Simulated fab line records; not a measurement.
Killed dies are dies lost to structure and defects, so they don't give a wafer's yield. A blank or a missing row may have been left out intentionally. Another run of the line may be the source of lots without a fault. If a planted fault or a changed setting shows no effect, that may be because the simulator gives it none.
Which tool is to blame? + flow nand harc + Sampling: 14 lots, 42 wafers, 4 of 1302 route steps

== WHAT THE GAUGES READ, wafer by wafer ==
No reading from a measuring or inspecting step in the record can be judged against a usual standard deviation.

== EACH LOT AND THE TOOL THAT RAN IT (in order: tool; ch and the chambers of the sampled wafers; start) ==
| lot  | NHARC_THIN_TSV_PRE_CLEAN_50             | NHARC_THIN_TSV_PVD_19        | NHARC_THIN_TSV_PVD_51                   | NHARC_THIN_TSV_ANNEAL_52         |
|------|-----------------------------------------|------------------------------|-----------------------------------------|----------------------------------|
| L851 | pvd sputter-03, day 24 04:49 or earlier | pvd sputter-03, day 24 04:49 | pvd sputter-03, day 24 05:52 or earlier | rtp anneal-01 ch 0, day 24 05:52 |
| L852 | pvd sputter-01, day 25 03:58 or earlier | pvd sputter-01, day 25 03:58 | pvd sputter-01, day 25 05:00 or earlier | rtp anneal-02 ch 0, day 25 05:00 |
| L853 | pvd sputter-01, day 26 07:11 or earlier | pvd sputter-01, day 26 07:11 | pvd sputter-01, day 26 08:11 or earlier | rtp anneal-02 ch 0, day 26 08:11 |
| L855 | pvd sputter-02, day 26 12:02 or earlier | pvd sputter-02, day 26 12:02 | pvd sputter-02, day 26 13:01 or earlier | rtp anneal-01 ch 0, day 26 13:01 |
| L857 | pvd sputter-01, day 26 13:21 or earlier | pvd sputter-01, day 26 13:21 | pvd sputter-01, day 26 14:26 or earlier | rtp anneal-01 ch 0, day 26 14:26 |
| L862 | pvd sputter-03, day 29 01:04 or earlier | pvd sputter-03, day 29 01:04 | pvd sputter-03, day 29 02:11 or earlier | rtp anneal-02 ch 0, day 29 02:11 |
| L861 | pvd sputter-03, day 29 01:16 or earlier | pvd sputter-03, day 29 01:16 | pvd sputter-03, day 29 02:26 or earlier | rtp anneal-01 ch 0, day 29 02:26 |
| L867 | pvd sputter-03, day 30 05:32 or earlier | pvd sputter-03, day 30 05:32 | pvd sputter-03, day 30 06:40 or earlier | rtp anneal-01 ch 0, day 30 06:40 |
| L869 | pvd sputter-02, day 31 17:49 or earlier | pvd sputter-02, day 31 17:49 | pvd sputter-02, day 31 18:52 or earlier | rtp anneal-01 ch 0, day 31 18:52 |
| L868 | pvd sputter-03, day 32 06:16 or earlier | pvd sputter-03, day 32 06:16 | pvd sputter-03, day 32 07:20 or earlier | rtp anneal-01 ch 0, day 32 07:20 |
| L870 | pvd sputter-03, day 32 15:12 or earlier | pvd sputter-03, day 32 15:12 | pvd sputter-03, day 32 16:14 or earlier | rtp anneal-02 ch 0, day 32 16:14 |
| L872 | pvd sputter-03, day 32 22:23 or earlier | pvd sputter-03, day 32 22:23 | pvd sputter-03, day 32 23:28 or earlier | rtp anneal-01 ch 0, day 32 23:28 |
| L873 | pvd sputter-02, day 32 22:31 or earlier | pvd sputter-02, day 32 22:31 | pvd sputter-02, day 32 23:35 or earlier | rtp anneal-02 ch 0, day 32 23:35 |
| L871 | pvd sputter-03, day 33 00:04 or earlier | pvd sputter-03, day 33 00:04 | pvd sputter-03, day 33 01:06 or earlier | rtp anneal-01 ch 0, day 33 01:06 |
- NHARC_THIN_TSV_PRE_CLEAN_50: time 30 s.
- NHARC_THIN_TSV_PVD_19: deposits TaN, target thk 20 nm.
- NHARC_THIN_TSV_PVD_51: deposits Cu, target thk 100 nm.
- NHARC_THIN_TSV_ANNEAL_52: time 90 s.

== AS READ BY THE TOOLS THEMSELVES (means over the sampled wafers that have a number; for cases with no such wafer, the mark the record gives instead) ==
NHARC_THIN_TSV_PRE_CLEAN_50.
| lot  | tool           | heater power w (W) |
|------|----------------|--------------------|
| L851 | pvd sputter-03 | 391                |
| L852 | pvd sputter-01 | 372                |
| L853 | pvd sputter-01 | 376                |
| L855 | pvd sputter-02 | 400                |
| L857 | pvd sputter-01 | 371                |
| L862 | pvd sputter-03 | 345                |
| L861 | pvd sputter-03 | 397                |
| L867 | pvd sputter-03 | 360                |
| L869 | pvd sputter-02 | 399                |
| L868 | pvd sputter-03 | 362                |
| L870 | pvd sputter-03 | 404                |
| L872 | pvd sputter-03 | 393                |
| L873 | pvd sputter-02 | 414                |
| L871 | pvd sputter-03 | 369                |

NHARC_THIN_TSV_PVD_19.
| lot  | tool           | chamber pressure pa (Pa) | throttle valve pct (%) |
|------|----------------|--------------------------|------------------------|
| L851 | pvd sputter-03 | 5.003                    | 29.3                   |
| L852 | pvd sputter-01 | 4.993                    | 28.5                   |
| L853 | pvd sputter-01 | 5.001                    | 29.1                   |
| L855 | pvd sputter-02 | 5.003                    | 30.0                   |
| L857 | pvd sputter-01 | 5.006                    | 28.6                   |
| L862 | pvd sputter-03 | -                        | -                      |
| L861 | pvd sputter-03 | -                        | -                      |
| L867 | pvd sputter-03 | 5.003                    | 29.5                   |
| L869 | pvd sputter-02 | 4.992                    | 31.4                   |
| L868 | pvd sputter-03 | 4.998                    | 29.6                   |
| L870 | pvd sputter-03 | 5.006                    | 28.9                   |
| L872 | pvd sputter-03 | 5.001                    | 29.9                   |
| L873 | pvd sputter-02 | 4.998                    | 30.7                   |
| L871 | pvd sputter-03 | 4.998                    | 29.3                   |

NHARC_THIN_TSV_PVD_51.
| lot  | tool           | chamber pressure pa (Pa) | throttle valve pct (%) |
|------|----------------|--------------------------|------------------------|
| L851 | pvd sputter-03 | 4.996                    | 29.3                   |
| L852 | pvd sputter-01 | 5.002                    | 28.4                   |
| L853 | pvd sputter-01 | 5.010                    | 28.3                   |
| L855 | pvd sputter-02 | 4.991                    | 29.9                   |
| L857 | pvd sputter-01 | 5.000                    | 28.3                   |
| L862 | pvd sputter-03 | 5.001                    | 29.2                   |
| L861 | pvd sputter-03 | 4.987                    | 29.4                   |
| L867 | pvd sputter-03 | 5.001                    | 29.6                   |
| L869 | pvd sputter-02 | 4.996                    | 30.7                   |
| L868 | pvd sputter-03 | 4.997                    | 29.3                   |
| L870 | pvd sputter-03 | 4.998                    | 29.7                   |
| L872 | pvd sputter-03 | 5.000                    | 29.7                   |
| L873 | pvd sputter-02 | 4.994                    | 29.9                   |
| L871 | pvd sputter-03 | 4.998                    | 29.7                   |

NHARC_THIN_TSV_ANNEAL_52.
| lot  | tool          | wafer_temp_C_max |
|------|---------------|------------------|
| L851 | rtp anneal-01 | 225.81           |
| L852 | rtp anneal-02 | 226.28           |
| L853 | rtp anneal-02 | 226.49           |
| L855 | rtp anneal-01 | 226.02           |
| L857 | rtp anneal-01 | 226.25           |
| L862 | rtp anneal-02 | 226.31           |
| L861 | rtp anneal-01 | 226.04           |
| L867 | rtp anneal-01 | 226.19           |
| L869 | rtp anneal-01 | 225.84           |
| L868 | rtp anneal-01 | 225.84           |
| L870 | rtp anneal-02 | 226.38           |
| L872 | rtp anneal-01 | 226.20           |
| L873 | rtp anneal-02 | 226.24           |
| L871 | rtp anneal-01 | 226.33           |

== THE ANSWER, worked out from the rows above alone ==
Rule: usual is defined by the lots themselves. Put in order of their means at a reading, lots are off if they are a third of the lots or fewer, leave a main group of 4 or more, and stand apart from it by a gap of 3 or more times the standard deviation of the main group's means; of several such gaps the widest counts. If all means in a main group match to the digits the tables above print for the reading, that group is not used. A lot without any number at a reading at which 4 lots or more have one is off too. Where the step has rows for the other lots, those lots are counted as sound. Order of review: gauges by route order, followed by the tools' own readings, for which a lot's mean as printed above is used. The first step at which some lot is off is used, and at that step the reading that is off furthest; a lot without a number counts as furthest.
Off, at NHARC_THIN_TSV_PVD_19 on chamber pressure pa: L862, L861. Without a number there: L862, L861. The main group has a mean of 5.000 Pa with a standard deviation of 0.0043.
A tool fits if, at that step or a process step before it, it ran every lot that is off, and no sound lot after the first of them. Because NHARC_THIN_TSV_PRE_CLEAN_50 lacks a start for some lots, the hours and order of its lots are taken from NHARC_THIN_TSV_PVD_19. No candidate that was tried fits.

== WHAT THE SIMULATOR PUT IN ==
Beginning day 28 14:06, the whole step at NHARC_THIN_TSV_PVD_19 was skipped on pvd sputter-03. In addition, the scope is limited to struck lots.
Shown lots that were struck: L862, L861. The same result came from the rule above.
